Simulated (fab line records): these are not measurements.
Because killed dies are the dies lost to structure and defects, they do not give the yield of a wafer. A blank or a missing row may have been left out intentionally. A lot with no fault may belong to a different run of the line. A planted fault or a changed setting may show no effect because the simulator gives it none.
Chamber matching + flow n5-finfet + N5_HKMG_FIN_PWFM_ALD_03 on ald-metal-04 has 4 sister chambers
The step deposits TiN, target thk 2 nm, pulse time 1 s, purge time 3 s. 18 wafers are shown with their chamber, then 9 later ones without.

## WAFERS, EACH WITH ITS CHAMBER
| wafer  | chamber | heater-power-w (W) | precursor-pulse-height-rel |
|--------|---------|--------------------|----------------------------|
| L074.3 | 1       | 950                | 1.035                      |
| L074.4 | 0       | 872                | 1.008                      |
| L074.5 | 1       | 931                | 0.969                      |
| L078.1 | 1       | 946                | 0.996                      |
| L078.5 | 0       | 856                | 0.997                      |
| L078.6 | 3       | 907                | 1.002                      |
| L081.2 | 2       | 834                | 0.974                      |
| L081.3 | 1       | 944                | 0.959                      |
| L081.4 | 0       | 856                | 0.995                      |
| L086.1 | 2       | 828                | 1.020                      |
| L086.3 | 1       | 960                | 1.064                      |
| L086.4 | 3       | 902                | 0.986                      |
| L088.1 | 0       | 858                | 0.988                      |
| L088.4 | 3       | 908                | 0.981                      |
| L088.5 | 1       | 940                | 1.006                      |
| L089.2 | 0       | 866                | 0.974                      |
| L089.5 | 2       | 829                | 0.966                      |
| L089.6 | 1       | 936                | 1.007                      |

SIGNATURES (means of the wafers above)
| reading                    | chamber 0 | chamber 1 | chamber 2 | chamber 3 | scatter within a chamber |
|----------------------------|-----------|-----------|-----------|-----------|--------------------------|
| heater-power-w             | 861.60    | 943.86    | 830.33    | 905.67    | 7.51                     |
| precursor-pulse-height-rel | 0.99240   | 1.00514   | 0.98667   | 0.98967   | 0.0273                   |
Rule: distance of a wafer from a chamber = root of the sum over the readings of ((wafer's reading minus chamber's mean) / reading's scatter) squared. If the next closest chamber is less than 2 further off than the closest, the wafer can't be placed; otherwise it belongs to the closest. The scatter: take each reading less its chamber's mean, square it, sum over the shown wafers, divide by the number of wafers less the number of chambers, and take the root.

## WAFERS WITH NO CHAMBER GIVEN
| wafer  | heater-power-w (W) | precursor-pulse-height-rel |
|--------|--------------------|----------------------------|
| L093.3 | 847                | 0.989                      |
| L093.5 | 916                | 0.986                      |
| L093.6 | 844                | 0.984                      |
| L097.1 | 869                | 0.982                      |
| L097.2 | 917                | 1.019                      |
| L097.3 | 822                | 1.017                      |
| L097.4 | 826                | 0.970                      |
| L097.5 | 850                | 0.985                      |
| L097.6 | 895                | 1.004                      |

## CHAMBER TAKEN BY EACH
| wafer  | from the rows above     | in truth |
|--------|-------------------------|----------|
| L093.3 | can't be placed: 0 or 2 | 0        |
| L093.5 | 3                       | 3        |
| L093.6 | can't be placed: 2 or 0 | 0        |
| L097.1 | 0                       | 0        |
| L097.2 | can't be placed: 3 or 1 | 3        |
| L097.3 | 2                       | 2        |
| L097.4 | 2                       | 2        |
| L097.5 | can't be placed: 0 or 2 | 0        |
| L097.6 | 3                       | 3        |
Correctly placed: 5 of 9. These rows do not allow placing 4 (true chamber among the candidates in 4). Number placed wrongly: 0.
